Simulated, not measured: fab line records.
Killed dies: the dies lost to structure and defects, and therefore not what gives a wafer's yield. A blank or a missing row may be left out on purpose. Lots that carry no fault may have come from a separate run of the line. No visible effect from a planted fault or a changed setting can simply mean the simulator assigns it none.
Problem report in the 8D (eight disciplines) form, filled by code	flow nand-harc	the parts of the form that need people (team, actions taken, sign-off) are left out

1. PROBLEM STATEMENT
Wafers with no fault read 45.2 nm with a standard deviation of 1.1, whereas thk-nm at NHARC_A_DECK1_JOINT_THK_MEAS_17 reads a mean of 28.9 nm on 1 wafer of 1 lot. That is -15 standard deviations from the usual mean.
The step: measures by ellipsometry.
Seen first at day 16 03:41 on film-metro-01, wafer L744.2. At this step, 36 wafers from 12 lots have a number in the record. Rule for "out", or "out of limits": more than 4 standard deviations from the usual mean. The rest of the wafers with a number are treated as sound.

2. WHAT THIS IS AND IS NOT
question	is	is not
which readings at this step	thk-nm	-
which lots	L744	L735, L737, L745, L748, L750, L752, L753, L754, L756, L757, L758
which wafers of those lots	L744.2	L744.4, L744.5
read on which gauges	film-metro-01	film-metro-02
when	from day 16 03:41	up to then (8 sound wafers); but 27 sound wafers of L745, L748, L750, L752, L753, L754, L756, L757, L758 came after

3. WHAT RULES OUT EACH SUSPECT
Counting: if a tool at a process step up to the reading ran every lot that is out, it stays a suspect. Sound lots after the first of them don't rule it out here, since some wafers of a struck lot are sound.
- the gauge at NHARC_A_DECK1_JOINT_THK_MEAS_17: kept. All the wafers that are out were read on film-metro-01, and no step on other tools shows them out.
- ald-sin-batch-03 at NHARC_A_CHANNEL_FILL_D1_ALD_15 (deposits SiNx, target thk 2 nm, pulse time 60 s, ald cycles 19): kept. It ran the lot that is out, L744 (day 12 23:42). NHARC_A_CHANNEL_FILL_D1_ALD_15: start missing for some lots; hours and lot order therefore follow NHARC_A_CHANNEL_FILL_D1_ALD_16.
- ald-hk-04 at NHARC_A_CHANNEL_FILL_D1_ALD_16 (deposits SiO2, target thk 1.5 nm, pulse time 10 s, ald cycles 15): kept. It processed L744, the lot that is out, at day 12 23:42, and its most recent sound lot before then was L737 at day 10 11:37.
- pecvd-04 at NHARC_A_DECK1_JOINT_DEP_16 (deposits SiO2, target thk 45 nm): kept. It ran the lot that is out, L744 (day 16 03:28).
- Within ald-hk-04 at NHARC_A_CHANNEL_FILL_D1_ALD_16, the wafers that are out were processed in chamber 1 and their sound lot-mates in chamber 2.
- Within pecvd-04 at NHARC_A_DECK1_JOINT_DEP_16: the wafers that are out ran in chamber 2; their sound lot-mates ran in chambers 0, 1.
Left after counting: ald-sin-batch-03 at NHARC_A_CHANNEL_FILL_D1_ALD_15, ald-hk-04 at NHARC_A_CHANNEL_FILL_D1_ALD_16, pecvd-04 at NHARC_A_DECK1_JOINT_DEP_16, film-metro-01 at NHARC_A_DECK1_JOINT_THK_MEAS_17.

4. THE CAUSE (what the simulator had put in)
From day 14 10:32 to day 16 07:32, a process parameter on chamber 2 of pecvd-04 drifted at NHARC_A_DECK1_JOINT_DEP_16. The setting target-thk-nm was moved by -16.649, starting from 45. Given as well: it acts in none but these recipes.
Counting left 4 suspects, and this tool is among them.

5. THE CHAIN OF EFFECTS, in route order
Each row: a reading where the mean over the struck wafers with a number is more than 3 standard deviations away from the usual. Only readings whose record carries a usual standard deviation are examined. hours: median over the lots of the time between each lot's start at the first step of this table that gives one and its start at this step. sigmas: the change, counted in usual standard deviations.
hours	step	reading	usual	on struck wafers	change	sigmas
0	NHARC_A_DECK1_JOINT_THK_MEAS_17	thk-nm	45.2 nm	28.9	-16.3	-15

6. HOW IT WOULD HAVE BEEN CAUGHT EARLIER
41 hours passed between the start of the fault at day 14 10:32 and the first reading out of limits at a measuring or inspecting step in this record, taken at day 16 03:41.
No tool reading at NHARC_A_DECK1_JOINT_DEP_16 that has a usual standard deviation in the record was out on any struck wafer, so an alarm limit of 4 standard deviations on those readings would not have fired.
All the lots that are out (1) had begun NHARC_A_DECK1_JOINT_DEP_16 on pecvd-04 by day 16 03:41. None of them would have been spared by holding the tool at that moment.
